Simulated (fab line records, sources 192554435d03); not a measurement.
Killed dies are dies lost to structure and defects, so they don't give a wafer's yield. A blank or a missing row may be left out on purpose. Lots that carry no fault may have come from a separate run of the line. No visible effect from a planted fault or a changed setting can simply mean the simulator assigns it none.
Split-lot study / flow n5Finfet / 39 wafers read across 7 lots, on a route 1938 steps long

== ABOUT THE SPLIT ==
At N5_DUMMY_GATE_EXPOSE_12 (exposes mask GATE, target cd 25 nm), the setting doseMj was moved away from the recipe's 34 on 15 of the 39 wafers read, by -5.2% to +7.4%. All remaining wafers had this setting at the recipe value.

== FROM THE SPLIT TO THE READING: what the file shows between them, 2 steps ==
- N5_DUMMY_GATE_PEB_13: peb time 60 s
- N5_DUMMY_GATE_DEVELOP_14: develop time 30 s

== THE READING ==
Shown in nm: cdNm at N5_DUMMY_GATE_CD_MEAS_15, with target cd 25.8 nm. Fault-free wafers of this fab line usually give 24.99 nm, standard deviation 0.29 nm.

wafer=L076.1; tool, chamber at the split=euvScanner-01, 0; doseMj as run=34; against the recipe=recipe; cdNm, nm=24.79; against lot-mates on the recipe=-
wafer=L076.2; tool, chamber at the split=euvScanner-01, 0; doseMj as run=34; against the recipe=recipe; cdNm, nm=24.61; against lot-mates on the recipe=-
wafer=L076.3; tool, chamber at the split=euvScanner-01, 0; doseMj as run=34; against the recipe=recipe; cdNm, nm=25.17; against lot-mates on the recipe=-
wafer=L076.4; tool, chamber at the split=euvScanner-01, 0; doseMj as run=34; against the recipe=recipe; cdNm, nm=24.52; against lot-mates on the recipe=-
wafer=L076.5; tool, chamber at the split=euvScanner-01, 0; doseMj as run=34; against the recipe=recipe; cdNm, nm=24.97; against lot-mates on the recipe=-
wafer=L076.6; tool, chamber at the split=euvScanner-01, 0; doseMj as run=34; against the recipe=recipe; cdNm, nm=24.59; against lot-mates on the recipe=-
wafer=L079.1; tool, chamber at the split=euvScanner-02, 0; doseMj as run=34; against the recipe=recipe; cdNm, nm=24.78; against lot-mates on the recipe=-
wafer=L079.2; tool, chamber at the split=euvScanner-02, 0; doseMj as run=34; against the recipe=recipe; cdNm, nm=24.75; against lot-mates on the recipe=-
wafer=L079.3; tool, chamber at the split=euvScanner-02, 0; doseMj as run=32.22; against the recipe=-5.2%; cdNm, nm=25.79; against lot-mates on the recipe=+0.93
wafer=L079.4; tool, chamber at the split=euvScanner-02, 0; doseMj as run=32.22; against the recipe=-5.2%; cdNm, nm=26.44; against lot-mates on the recipe=+1.58
wafer=L079.5; tool, chamber at the split=euvScanner-02, 0; doseMj as run=34; against the recipe=recipe; cdNm, nm=25.05; against lot-mates on the recipe=-
wafer=L079.6; tool, chamber at the split=euvScanner-02, 0; doseMj as run=32.22; against the recipe=-5.2%; cdNm, nm=25.87; against lot-mates on the recipe=+1.01
wafer=L086.1; tool, chamber at the split=euvScanner-01, 0; doseMj as run=34; against the recipe=recipe; cdNm, nm=24.78; against lot-mates on the recipe=-
wafer=L086.2; tool, chamber at the split=euvScanner-01, 0; doseMj as run=34; against the recipe=recipe; cdNm, nm=25.19; against lot-mates on the recipe=-
wafer=L086.3; tool, chamber at the split=euvScanner-01, 0; doseMj as run=34; against the recipe=recipe; cdNm, nm=25.32; against lot-mates on the recipe=-
wafer=L086.4; tool, chamber at the split=euvScanner-01, 0; doseMj as run=33.11; against the recipe=-2.6%; cdNm, nm=25.50; against lot-mates on the recipe=+0.40
wafer=L086.5; tool, chamber at the split=euvScanner-01, 0; doseMj as run=33.11; against the recipe=-2.6%; cdNm, nm=25.27; against lot-mates on the recipe=+0.17
wafer=L086.6; tool, chamber at the split=euvScanner-01, 0; doseMj as run=33.11; against the recipe=-2.6%; cdNm, nm=25.37; against lot-mates on the recipe=+0.27
wafer=L087.1; tool, chamber at the split=euvScanner-01, 0; doseMj as run=35.05; against the recipe=+3.1%; cdNm, nm=24.58; against lot-mates on the recipe=-0.63
wafer=L087.2; tool, chamber at the split=euvScanner-01, 0; doseMj as run=35.05; against the recipe=+3.1%; cdNm, nm=24.32; against lot-mates on the recipe=-0.89
wafer=L087.3; tool, chamber at the split=euvScanner-01, 0; doseMj as run=34; against the recipe=recipe; cdNm, nm=25.38; against lot-mates on the recipe=-
wafer=L087.4; tool, chamber at the split=euvScanner-01, 0; doseMj as run=35.05; against the recipe=+3.1%; cdNm, nm=24.73; against lot-mates on the recipe=-0.48
wafer=L087.5; tool, chamber at the split=euvScanner-01, 0; doseMj as run=34; against the recipe=recipe; cdNm, nm=24.94; against lot-mates on the recipe=-
wafer=L087.6; tool, chamber at the split=euvScanner-01, 0; doseMj as run=34; against the recipe=recipe; cdNm, nm=25.30; against lot-mates on the recipe=-
wafer=L090.1; tool, chamber at the split=euvScanner-02, 0; doseMj as run=34; against the recipe=recipe; cdNm, nm=25.09; against lot-mates on the recipe=-
wafer=L090.2; tool, chamber at the split=euvScanner-02, 0; doseMj as run=32.89; against the recipe=-3.3%; cdNm, nm=25.55; against lot-mates on the recipe=+0.64
wafer=L090.3; tool, chamber at the split=euvScanner-02, 0; doseMj as run=34; against the recipe=recipe; cdNm, nm=24.77; against lot-mates on the recipe=-
wafer=L090.4; tool, chamber at the split=euvScanner-02, 0; doseMj as run=32.89; against the recipe=-3.3%; cdNm, nm=25.90; against lot-mates on the recipe=+0.99
wafer=L090.5; tool, chamber at the split=euvScanner-02, 0; doseMj as run=34; against the recipe=recipe; cdNm, nm=24.88; against lot-mates on the recipe=-
wafer=L090.6; tool, chamber at the split=euvScanner-02, 0; doseMj as run=32.89; against the recipe=-3.3%; cdNm, nm=25.31; against lot-mates on the recipe=+0.40
wafer=L094.1; tool, chamber at the split=euvScanner-01, 0; doseMj as run=34; against the recipe=recipe; cdNm, nm=24.97; against lot-mates on the recipe=-
wafer=L094.3; tool, chamber at the split=euvScanner-01, 0; doseMj as run=34; against the recipe=recipe; cdNm, nm=25.31; against lot-mates on the recipe=-
wafer=L094.4; tool, chamber at the split=euvScanner-01, 0; doseMj as run=34; against the recipe=recipe; cdNm, nm=25.04; against lot-mates on the recipe=-
wafer=L095.1; tool, chamber at the split=euvScanner-01, 0; doseMj as run=36.52; against the recipe=+7.4%; cdNm, nm=23.26; against lot-mates on the recipe=-1.70
wafer=L095.2; tool, chamber at the split=euvScanner-01, 0; doseMj as run=36.52; against the recipe=+7.4%; cdNm, nm=23.54; against lot-mates on the recipe=-1.42
wafer=L095.3; tool, chamber at the split=euvScanner-01, 0; doseMj as run=34; against the recipe=recipe; cdNm, nm=25.33; against lot-mates on the recipe=-
wafer=L095.4; tool, chamber at the split=euvScanner-01, 0; doseMj as run=34; against the recipe=recipe; cdNm, nm=24.60; against lot-mates on the recipe=-
wafer=L095.5; tool, chamber at the split=euvScanner-01, 0; doseMj as run=34; against the recipe=recipe; cdNm, nm=24.95; against lot-mates on the recipe=-
wafer=L095.6; tool, chamber at the split=euvScanner-01, 0; doseMj as run=36.52; against the recipe=+7.4%; cdNm, nm=23.50; against lot-mates on the recipe=-1.46

THE FIT
A straight line over all 39 wafers: cdNm changes by -0.195 nm for each +1% of doseMj; r = -0.92; the points scatter about the line by 0.25 nm.
The same after taking each lot's own level away (the mean of its wafers on the recipe; 39 wafers): -0.205 nm for each +1%; r = -0.94; scatter 0.22 nm.
Per that fit: largest doseMj move, reading shift of 1.5 nm.
Across the lots, their own levels run from 24.775 to 25.207 nm, a range of 1.5 times the standard deviation given above.
The two slopes are in agreement: the lot-to-lot level therefore moves the slope only a little.
Check: for one of the wafers moved furthest among these (+7.4%), held out of the fit, the line's prediction against its lot-mates is -1.5 nm. Against them it came out at -1.7 nm.

== ADDITIONAL SPLITS CARRIED BY THESE WAFERS ==
Note: prior to the reading, these wafers also went through further splits. Each is held against what the fit with the lots' levels taken away leaves over:
other split on the same wafers=N5_WELL_APT_EXPOSE_22 doseMj; wafers away from the commonest value=15; r with cdNm (lot level and that fit taken away)=-0.03

== FILE'S OWN FIT ==
cdNm changes by -0.205 nm for each +1% of doseMj, r = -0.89.
